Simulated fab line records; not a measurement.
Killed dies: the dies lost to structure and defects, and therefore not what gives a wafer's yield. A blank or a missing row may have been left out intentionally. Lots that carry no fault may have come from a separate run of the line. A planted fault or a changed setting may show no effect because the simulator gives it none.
2 desks looking at one fault | flow n5-finfet | every desk sees just its own numbers, and what lay behind them comes last

## AT THE TOOL OWNER'S DESK: rie-diel-02
The tool's own readings at N5_BEOL_M10_VIA_ETCH_34 (etches SiCOH lowk in C4F6/O2, target depth 184.5 nm, time 69.2 s): means of the sampled wafers that have a number, for each lot that ran on this tool. The brackets show how far a lot's mean lies from the usual mean; more than 4 standard deviations puts the lot out of limits, marked OUT. Of its 9 readings 7 are shown: the one that was out of limits first, and those that lie furthest out on some lot.
Columns: A = drypump-motor-current-A at N5_BEOL_M10_VIA_ETCH_34, usual 6.0 A; B = mfc-ar-sccm at N5_BEOL_M10_VIA_ETCH_34, usual 300.0 sccm; C = oes_f_703_au at N5_BEOL_M10_VIA_ETCH_34, usual 0.76 a.u.; D = oes_o_777_au at N5_BEOL_M10_VIA_ETCH_34, usual 0.76 a.u.; E = rf-fwd-power-W at N5_BEOL_M10_VIA_ETCH_34, usual 342.2 W; F = rf-vpp-V at N5_BEOL_M10_VIA_ETCH_34, usual 672 V; G = showerhead-plenum-p-Torr at N5_BEOL_M10_VIA_ETCH_34, usual 2.85 Torr
lot  | first seen here | A   | B     | C    | D    | E               | F              | G
L413 | day 10 16:00    | 5.8 | 300.2 | 0.73 | 0.74 | 342.6           | 665            | 2.84
L418 | day 13 02:15    | 6.5 | 299.0 | 0.75 | 0.75 | 341.6           | 660            | 2.94
L424 | day 14 04:02    | 6.4 | 300.4 | 0.54 | 0.57 | 259.5 (-69) OUT | 766 (+8.6) OUT | 2.94
L422 | day 14 06:59    | 6.2 | 300.1 | 0.53 | 0.56 | 260.3 (-68) OUT | 773 (+9.2) OUT | 2.89
Finding of this desk: L422, L424 out of limits; the first was L424 at day 14 04:02, on rf-fwd-power-W at N5_BEOL_M10_VIA_ETCH_34. In limits: L413, L418.

## AT THE METROLOGY DESK
Means of the sampled wafers that have a number, per lot and without regard to the tool the lot ran on: this is what the gauges read. The brackets show how far a lot's mean lies from the usual mean; more than 4 standard deviations puts the lot out of limits, marked OUT.
Columns: A = V9_OVL at N5_BEOL_M10_OVL_MEAS_29, usual 0.5 nm
lot  | first seen here | A
L412 | day 10 08:08    | 1.2
L413 | day 10 15:43    | 0.3
L417 | day 11 16:55    | 1.0
L418 | day 13 01:59    | 0.4
L424 | day 14 03:46    | 0.7
L422 | day 14 06:44    | 1.1
L432 | day 15 14:46    | 1.1
L434 | day 16 06:12    | 0.2
L431 | day 16 07:29    | 0.7
L433 | day 16 12:43    | 0.6
This desk's verdict: no lot among the 10 shows anything out of limits.

## ALL TOGETHER
At day 14 04:02, on L422, L424, the tool owner's desk was in a position to raise an alarm.
The metrology desk saw nothing out of limits.
The metrology desk holds a record of L422, L424, inside its limits.
All the named lots went through N5_BEOL_M10_VIA_ETCH_34 on rie-diel-02.

## WHAT THE SIMULATOR HAD PUT IN
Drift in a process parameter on rie-diel-02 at N5_BEOL_M10_VIA_ETCH_34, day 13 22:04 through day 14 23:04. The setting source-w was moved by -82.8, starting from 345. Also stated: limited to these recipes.
Lots struck among those shown: L422, L424.
Each desk's first reading out of limits, in hours after the fault started: the tool owner's desk, 6.
